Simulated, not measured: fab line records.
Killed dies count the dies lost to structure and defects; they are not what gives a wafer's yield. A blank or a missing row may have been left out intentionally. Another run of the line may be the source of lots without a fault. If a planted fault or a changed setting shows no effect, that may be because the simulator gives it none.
Matching of chambers :: flow n5 finfet :: N5_HKMG_FIN_STRIP_93 on rie diel-05 has 4 sister chambers
The step strips SOC in N2/H2, time 20 s. 8 wafers are shown with their chamber, then 10 later ones without.

== EACH WAFER AND ITS CHAMBER ==
wafer: L076.3
chamber: 0
throttle valve pct (%): 19.01
showerhead plenum p Torr (Torr): 3.31

wafer: L080.6
chamber: 0
throttle valve pct (%): 19.01
showerhead plenum p Torr (Torr): 3.30

wafer: L082.2
chamber: 3
throttle valve pct (%): 19.69
showerhead plenum p Torr (Torr): 3.33

wafer: L084.1
chamber: 3
throttle valve pct (%): 19.70
showerhead plenum p Torr (Torr): 3.32

wafer: L084.2
chamber: 2
throttle valve pct (%): 19.29
showerhead plenum p Torr (Torr): 3.35

wafer: L084.4
chamber: 1
throttle valve pct (%): 19.54
showerhead plenum p Torr (Torr): 3.21

wafer: L090.2
chamber: 1
throttle valve pct (%): 19.59
showerhead plenum p Torr (Torr): 3.20

wafer: L090.4
chamber: 2
throttle valve pct (%): 19.30
showerhead plenum p Torr (Torr): 3.34

== WAFERS WITHOUT THEIR CHAMBER ==
wafer: L090.6
throttle valve pct (%): 19.31
showerhead plenum p Torr (Torr): 3.34

wafer: L092.2
throttle valve pct (%): 18.63
showerhead plenum p Torr (Torr): 3.30

wafer: L092.4
throttle valve pct (%): 19.30
showerhead plenum p Torr (Torr): 3.34

wafer: L092.6
throttle valve pct (%): 19.58
showerhead plenum p Torr (Torr): 3.20

wafer: L095.3
throttle valve pct (%): 19.73
showerhead plenum p Torr (Torr): 3.31

wafer: L095.4
throttle valve pct (%): 19.60
showerhead plenum p Torr (Torr): 3.20

wafer: L095.6
throttle valve pct (%): 19.33
showerhead plenum p Torr (Torr): 3.34

wafer: L096.2
throttle valve pct (%): 19.32
showerhead plenum p Torr (Torr): 3.34

wafer: L096.4
throttle valve pct (%): 18.66
showerhead plenum p Torr (Torr): 3.29

wafer: L096.6
throttle valve pct (%): 19.74
showerhead plenum p Torr (Torr): 3.31

== EACH ONE'S CHAMBER ==
wafer: L090.6
from the rows above: 2
in truth: 2

wafer: L092.2
from the rows above: 0
in truth: 0

wafer: L092.4
from the rows above: 2
in truth: 2

wafer: L092.6
from the rows above: 1
in truth: 1

wafer: L095.3
from the rows above: 3
in truth: 3

wafer: L095.4
from the rows above: 1
in truth: 1

wafer: L095.6
from the rows above: 2
in truth: 2

wafer: L096.2
from the rows above: 2
in truth: 2

wafer: L096.4
from the rows above: 0
in truth: 0

wafer: L096.6
from the rows above: 3
in truth: 3
Placed correctly: 10 of 10. Left unplaced by these rows: 0. Wrongly placed: 0.
How it was worked out, from the rows above alone: a wafer's distance from a chamber is the root of the sum, over the readings, of the square of ((its reading less the chamber's mean) divided by the reading's scatter). If the next closest chamber is less than 2 further off than the closest, the wafer can't be placed; otherwise it belongs to the closest. A chamber's mean is the mean of its shown wafers. The scatter: take each reading less its chamber's mean, square it, sum over the shown wafers, divide by the number of wafers less the number of chambers, and take the root.
